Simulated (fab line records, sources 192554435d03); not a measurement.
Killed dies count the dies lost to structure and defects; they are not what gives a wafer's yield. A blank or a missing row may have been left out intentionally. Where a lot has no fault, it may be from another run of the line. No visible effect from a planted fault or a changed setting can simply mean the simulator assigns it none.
2 desks, one fault / flow n5_finfet / what lay behind the numbers comes last; until then each desk has only its own

== AT THE METROLOGY DESK ==
Lot by lot, what the gauges showed, no matter which tool ran the lot: averages of those sampled wafers that carry a number. A lot is out of limits, marked OUT, if its mean lies more than 4 standard deviations from the usual mean; the brackets give that distance. Shown here are 7 of its 10 readings, the ones lying furthest out on some lot.
Columns: A = DIBL_N at N5_BEOL_M4_RC_MEAS_101, usual 36.0 mV/V; B = DIBL_P at N5_BEOL_M4_RC_MEAS_101, usual 36.2 mV/V; C = IOFF_P at N5_BEOL_M4_RC_MEAS_101, usual 0.21 nA/um; D = ION_N at N5_BEOL_M4_RC_MEAS_101, usual 674 uA/um; E = ION_P at N5_BEOL_M4_RC_MEAS_101, usual 463 uA/um; F = VT_N at N5_BEOL_M4_RC_MEAS_101, usual 250.0 mV; G = VT_P at N5_BEOL_M4_RC_MEAS_101, usual -251 mV
lot=L326; first seen here=day 11 12:30; A=36.0; B=34.4; C=0.20; D=673; E=465; F=250.1; G=-251
lot=L329; first seen here=day 12 01:49; A=35.3; B=35.5; C=0.20; D=677; E=468; F=249.3; G=-250
lot=L331; first seen here=day 12 11:48; A=35.4; B=36.5; C=0.19; D=672; E=458; F=251.0; G=-251
lot=L332; first seen here=day 12 12:08; A=36.6; B=35.9; C=0.19; D=678; E=458; F=249.1; G=-255
lot=L335; first seen here=day 13 07:53; A=33.6; B=34.0; C=0.18; D=668; E=458; F=249.5; G=-251
lot=L341; first seen here=day 13 08:01; A=38.0; B=38.1; C=0.29; D=679; E=473; F=249.9; G=-244
lot=L338; first seen here=day 13 23:57; A=37.0; B=35.7; C=0.25; D=676; E=470; F=246.4; G=-245
lot=L339; first seen here=day 14 07:26; A=37.2; B=36.9; C=0.22; D=674; E=464; F=251.4; G=-252
lot=L346; first seen here=day 15 11:43; A=34.9; B=34.6; C=0.19; D=669; E=464; F=253.6; G=-250
lot=L345; first seen here=day 15 22:30; A=34.0; B=33.7; C=0.16; D=657; E=451; F=254.6; G=-256
Finding of this desk: none of the 10 lots has anything out of limits.

== THE TOOL OWNER'S DESK: cvd_co-02 ==
The tool's own readings at N5_BEOL_M0_CO_CAP_123 (material Co, precursor CCTBA/H2, target thk 2 nm, time 102.1 s): means of the sampled wafers that have a number, for each lot that ran on this tool. A lot is out of limits, marked OUT, if its mean lies more than 4 standard deviations from the usual mean; the brackets give that distance.
Columns: A = chamber_pressure_Torr at N5_BEOL_M0_CO_CAP_123, usual 29.99 Torr; B = heater_power_w at N5_BEOL_M0_CO_CAP_123, usual 243 W; C = run_length_s at N5_BEOL_M0_CO_CAP_123, usual 124.5 s; D = susceptor_temp_C at N5_BEOL_M0_CO_CAP_123, usual 199.98 C
lot=L329; first seen here=day 8 00:04; A=29.98; B=250; C=125.1; D=199.84
lot=L331; first seen here=day 8 07:41; A=30.02; B=241; C=124.7; D=200.07
lot=L335; first seen here=day 9 16:40; A=29.94; B=234; C=144.5 (+50) OUT; D=200.03
lot=L338; first seen here=day 10 06:00; A=29.94; B=246; C=144.6 (+50) OUT; D=199.87
lot=L339; first seen here=day 10 10:00; A=29.99; B=236; C=154.5 (+75) OUT; D=199.91
Finding of this desk: L335, L338, L339 out of limits; the first was L335 at day 9 16:40, on run_length_s at N5_BEOL_M0_CO_CAP_123. Within limits: L329, L331.

== TAKEN TOGETHER ==
On L335, L338, L339, at day 9 16:40, an alarm was possible from the tool owner's desk.
Metrology desk: nothing out of limits seen.
The metrology desk holds a record of L335, L338, L339, inside its limits.
N5_BEOL_M0_CO_CAP_123 was run on cvd_co-02 by each of the lots named.

== WHAT THE SIMULATOR HAD PUT IN ==
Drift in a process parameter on cvd_co-02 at N5_BEOL_M0_CO_CAP_123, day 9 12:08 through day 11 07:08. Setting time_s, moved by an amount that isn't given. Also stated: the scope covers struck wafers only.
Lots struck among those shown: L335, L338, L339.
Time in hours from fault onset to the first out-of-limits reading at each desk: the tool owner's desk, 5.
